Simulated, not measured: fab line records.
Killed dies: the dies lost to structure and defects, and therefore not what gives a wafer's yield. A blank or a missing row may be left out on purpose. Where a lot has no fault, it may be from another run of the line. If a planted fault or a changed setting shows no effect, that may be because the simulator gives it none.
Split-lot study | flow n5 finfet | on a route of 1938 steps: 7 lots, 21 wafers read

## THE SPLIT ITSELF
At N5_MOL_CONTACT_COAG_ETCH_91 (etches SOC in N2/H2, target depth 60 nm, overetch 21 nm, time 101.2 s), the setting source w was moved away from the recipe's 840 W on 7 of the 21 wafers read, by -15.8% to +15.0%. The other wafers ran this setting at the recipe's value.

The reading is taken at the split's own step.

## THE READING
rf vpp V, in V, at N5_MOL_CONTACT_COAG_ETCH_91 (etches SOC in N2/H2, target depth 60 nm, overetch 21 nm, time 101.2 s). On this fab line, fault-free wafers typically give 523 V with a standard deviation of 3.3 V.

wafer  | tool, chamber at the split | source w as run, W | against the recipe | rf vpp V, V | against lot-mates on the recipe
L077.1 | rie diel-03, 1             | 840                | recipe             | 526         | -
L077.2 | rie diel-03, 3             | 707.4              | -15.8%             | 558         | +32
L077.4 | rie diel-03, 0             | 707.4              | -15.8%             | 556         | +30
L082.1 | rie diel-03, 1             | 840                | recipe             | 526         | -
L082.4 | rie diel-03, 2             | 840                | recipe             | 518         | -
L082.5 | rie diel-03, 1             | 840                | recipe             | 526         | -
L085.1 | rie diel-06, 2             | 965.7              | +15.0%             | 499         | -29
L085.3 | rie diel-06, 1             | 840                | recipe             | 528         | -
L085.4 | rie diel-06, 3             | 965.7              | +15.0%             | 499         | -29
L086.2 | rie diel-03, 0             | 840                | recipe             | 525         | -
L086.5 | rie diel-03, 2             | 840                | recipe             | 519         | -
L086.6 | rie diel-03, 1             | 784.2              | -6.6%              | 539         | +17
L089.1 | rie diel-03, 2             | 840                | recipe             | 517         | -
L089.3 | rie diel-03, 3             | 840                | recipe             | 527         | -
L089.4 | rie diel-03, 1             | 840                | recipe             | 527         | -
L092.2 | rie diel-05, 1             | 774                | -7.9%              | 535         | +7
L092.4 | rie diel-05, 3             | 840                | recipe             | 528         | -
L092.6 | rie diel-05, 3             | 774                | -7.9%              | 542         | +14
L094.3 | rie diel-03, 0             | 840                | recipe             | 524         | -
L094.5 | rie diel-03, 0             | 840                | recipe             | 522         | -
L094.6 | rie diel-03, 1             | 840                | recipe             | 525         | -

THE FIT
A straight line over all 21 wafers: rf vpp V changes by -1.88 V for each +1% of source w; r = -0.97; the points scatter about the line by 3.5 V.
The same after taking each lot's own level away (the mean of its wafers on the recipe; 21 wafers): -1.91 V for each +1%; r = -0.97; scatter 3.4 V.
That fit puts the effect of the largest move of source w on the reading at 30 V.
Measured against the standard deviation above, the lots' own levels, which go from 522.0 to 528.0 V, span 1.8 times it.
The two slopes are in agreement: the lot-to-lot level therefore moves the slope only a little.
Check: +29.3 V against its lot-mates is what the line predicts for one of the wafers moved furthest among these (-15.8%) when that wafer is left out of the fit. It came out at +32 V against them.
Tool readings at the split's step, against how far the setting was moved: rf vpp V r = -0.97.

## THE OTHER SPLITS THESE WAFERS WENT THROUGH
Other splits were also applied to these wafers ahead of the reading. Each is held against what the fit with the lots' levels taken away leaves over:
other split on the same wafers               | wafers away from the commonest value | r with rf vpp V (lot level and that fit taken away)
N5_HKMG_FIN_ETCH_58 source w                 | 6                                    | -0.03
N5_GATE_CUT_COAT_27 spin rpm                 | 5                                    | +0.01
N5_GATE_CUT_EXPOSE_10 dose mj                | 6                                    | +0.39
N5_MOL_CONTACT_COAG_CONTACT_ETCH_14 source w | 9                                    | -0.04

## FILE'S OWN FIT
rf vpp V changes by -1.91 V for each +1% of source w, r = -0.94.
